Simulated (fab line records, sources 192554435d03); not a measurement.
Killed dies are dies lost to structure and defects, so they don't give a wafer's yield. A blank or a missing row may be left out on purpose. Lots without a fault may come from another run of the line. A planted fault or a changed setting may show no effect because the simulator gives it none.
Chamber matching | flow n5_finfet | N5_BEOL_M11_ETCH_61 on rie_diel-01: 4 sister chambers
The step etches SiARC in CF4, target depth 39 nm, time 65 s. 14 wafers are shown with their chamber, then 7 later ones without.

WAFERS WITH THEIR CHAMBER
wafer  | chamber | drypump_motor_current_A (A) | throttle_valve_pct (%) | showerhead_plenum_p_Torr (Torr)
L074.2 | 1       | 6.4                         | 15.82                  | 2.13
L074.3 | 0       | 6.2                         | 16.03                  | 2.05
L074.6 | 1       | 6.4                         | 15.82                  | 2.13
L080.1 | 1       | 6.4                         | 15.85                  | 2.13
L080.3 | 0       | 6.2                         | 16.03                  | 2.04
L080.5 | 1       | 6.4                         | 15.86                  | 2.13
L082.2 | 2       | 5.1                         | 15.81                  | 2.24
L082.3 | 1       | 6.4                         | 15.86                  | 2.12
L082.5 | 3       | 5.9                         | 15.19                  | 2.12
L084.1 | 0       | 6.2                         | 16.05                  | 2.04
L084.2 | 3       | 5.9                         | 15.19                  | 2.12
L084.4 | 1       | 6.4                         | 15.86                  | 2.12
L089.4 | 3       | 6.0                         | 15.20                  | 2.11
L089.5 | 1       | 6.4                         | 15.89                  | 2.12

SIGNATURES (means of the wafers above)
reading                  | chamber 0 | chamber 1 | chamber 2 | chamber 3 | scatter within a chamber
drypump_motor_current_A  | 6.200     | 6.400     | 5.100     | 5.933     | 0.0258
throttle_valve_pct       | 16.0367   | 15.8514   | 15.8100   | 15.1933   | 0.02
showerhead_plenum_p_Torr | 2.0433    | 2.1257    | 2.2400    | 2.1167    | 0.00552
Rule: a wafer's distance from a chamber is the root of the sum, over the readings, of the square of ((its reading less the chamber's mean) divided by the reading's scatter). The wafer belongs to the nearest chamber; if the next one is less than 2 further off, it can't be placed. The scatter: the root of (the sum of the squares of (reading less its chamber's mean) over the shown wafers, divided by (wafers less chambers)).

WAFERS WITHOUT THEIR CHAMBER
wafer  | drypump_motor_current_A (A) | throttle_valve_pct (%) | showerhead_plenum_p_Torr (Torr)
L089.6 | 6.2                         | 16.06                  | 2.04
L092.1 | 5.1                         | 15.86                  | 2.23
L092.2 | 6.4                         | 15.90                  | 2.12
L092.6 | 6.2                         | 16.10                  | 2.03
L097.1 | 5.1                         | 15.88                  | 2.23
L097.3 | 6.2                         | 15.59                  | 2.29
L097.5 | 5.9                         | 15.26                  | 2.11

WHICH CHAMBER EACH WENT THROUGH
wafer  | from the rows above | in truth
L089.6 | 0                   | 0
L092.1 | 2                   | 2
L092.2 | 1                   | 1
L092.6 | 0                   | 0
L097.1 | 2                   | 2
L097.3 | 1                   | 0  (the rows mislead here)
L097.5 | 3                   | 3
Placed correctly: 6 of 7. Can't be placed from these rows: 0. Placed wrongly: 1.
